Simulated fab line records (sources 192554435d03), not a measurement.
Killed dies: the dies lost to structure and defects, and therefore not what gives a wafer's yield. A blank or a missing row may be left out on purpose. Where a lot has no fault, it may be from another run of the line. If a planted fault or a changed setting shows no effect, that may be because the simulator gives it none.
A lot that was struck, set against a sound lot | flow n5Finfet | 37 out of 1938 route steps
Sound: the wafers L697.1, L697.2, L697.5. The struck wafers were L710.2, L710.4, L710.5. Last of all comes the cause.
Each step with rows lists, per side, the tool, then ch with its chambers, then its first start. Under that, the readings that differ: sound wafers | struck wafers | difference of the means | sigmas: that difference in standard deviations of wafers without a fault.
alike: same words and numbers on both sides, and readings whose means sit less than 2 such deviations apart. not compared: any withheld reading, any reading some wafer has no value for, any bound like >300 that may hide the same value, and any number with overlapping values for which the record gives no deviation.
The two part at a step that has a row with sigmas, a row that says differs or no value, or rows on one side only. Numbers that have no deviation but don't overlap get no sigmas and don't part them. A reading missing from all wafers of one side parts the sides only when that side holds two or more wafers.

first, 10 steps without rows for these wafers: N5_BEOL_M1_ETCH_41 (etches SiCN in CH3F/O2, target depth 31.9 nm, time 57.8 s); N5_BEOL_M1_STRIP_97 (strips in N2/H2, time 10 s); N5_BEOL_M1_HM_STRIP_39 (strips TiN in peroxide tin strip, target depth 25 nm, time 158 s); N5_BEOL_M1_SRD_40 (time 30 s); N5_BEOL_M1_PRECLEAN_42 (cleans in residue remover, time 60 s); N5_BEOL_M1_SRD_43 (time 30 s); N5_BEOL_M1_DEGAS_44 (time 60 s); N5_BEOL_M1_PRE_CLEAN_45 (time 30 s); N5_BEOL_M1_ALD_84 (deposits TaN, pulse time 2 s, purge time 3 s, co reactant purge time 2 s); N5_BEOL_M1_SURFACE_TREAT_85.
N5_BEOL_M1_CVD_47: deposits Co from CCTBA/H2, target thk 3 nm, time 223.8 s.
  sound on cvdCo-02 ch 0,1, day 6 21:14; struck on cvdCo-02 ch 1,2, day 9 20:55
then, 25 steps without rows for these wafers: N5_BEOL_M1_SPUTTER_48 (material Cu, target thk 4.5 nm, time 8.29 s); N5_BEOL_M1_ANNEAL_49 (time 240 s); N5_BEOL_M1_SPUTTER_79 (material Cu, target thk 4.5 nm, time 8.29 s); N5_BEOL_M1_ANNEAL_80 (time 240 s); N5_BEOL_M1_SPUTTER_81 (material Cu, target thk 4.5 nm, time 8.29 s); N5_BEOL_M1_ANNEAL_82 (time 240 s); N5_BEOL_M1_SPUTTER_86 (material Cu, target thk 4.5 nm, time 8.29 s); N5_BEOL_M1_ANNEAL_87 (time 240 s); N5_BEOL_M1_SPUTTER_88 (material Cu, target thk 4.5 nm, time 8.29 s); N5_BEOL_M1_ANNEAL_89 (time 240 s); N5_BEOL_M1_SPUTTER_90 (material Cu, target thk 4.5 nm, time 8.29 s); N5_BEOL_M1_ANNEAL_91 (time 240 s); N5_BEOL_M1_SPUTTER_92 (material Cu, target thk 4.5 nm, time 8.29 s); N5_BEOL_M1_ANNEAL_93 (time 240 s); N5_BEOL_M1_SPUTTER_94 (material Cu, target thk 4.5 nm, time 8.29 s); N5_BEOL_M1_ANNEAL_95 (time 240 s); N5_BEOL_M1_SPUTTER_96 (material Cu, target thk 4.5 nm, time 8.29 s); N5_BEOL_M1_ECD_50 (material Cu, target thk 300 nm); N5_BEOL_M1_ANNEAL_51 (time 90 s); N5_BEOL_M1_CMP_52 (polishes, stops on SiOC, t overpolish 6.8 s, target thk 40 nm); N5_BEOL_M1_PRE_CLEAN_60 (time 15 s); N5_BEOL_M1_CO_CAP_55 (material Co, precursor CCTBA/H2, target thk 2 nm, time 102.1 s); N5_BEOL_M1_PRE_CLEAN_56 (time 15 s); N5_BEOL_M1_DEP_57 (deposits SiCN from 3MS/NH3, target thk 8 nm, time 14 s); N5_BEOL_M2_ILD_DEP_00 (deposits SiOC from DEMS/O2, target thk 79 nm, time 15.3 s).
-- here the record skips 6 days between the struck wafers' starts before and after, leaving off in module BEOL_M2 and picking up in module PASSIVATION (first step shown: number 1936 of the route) --
N5_PASSIVATION_PROBE_49:
  record: rows for the struck wafers here (prober-02, day 16 00:19), none for the sound ones

== WHERE THEY PART ==
Only at N5_PASSIVATION_PROBE_49, within this record.

WHY: what had been put in by the simulator
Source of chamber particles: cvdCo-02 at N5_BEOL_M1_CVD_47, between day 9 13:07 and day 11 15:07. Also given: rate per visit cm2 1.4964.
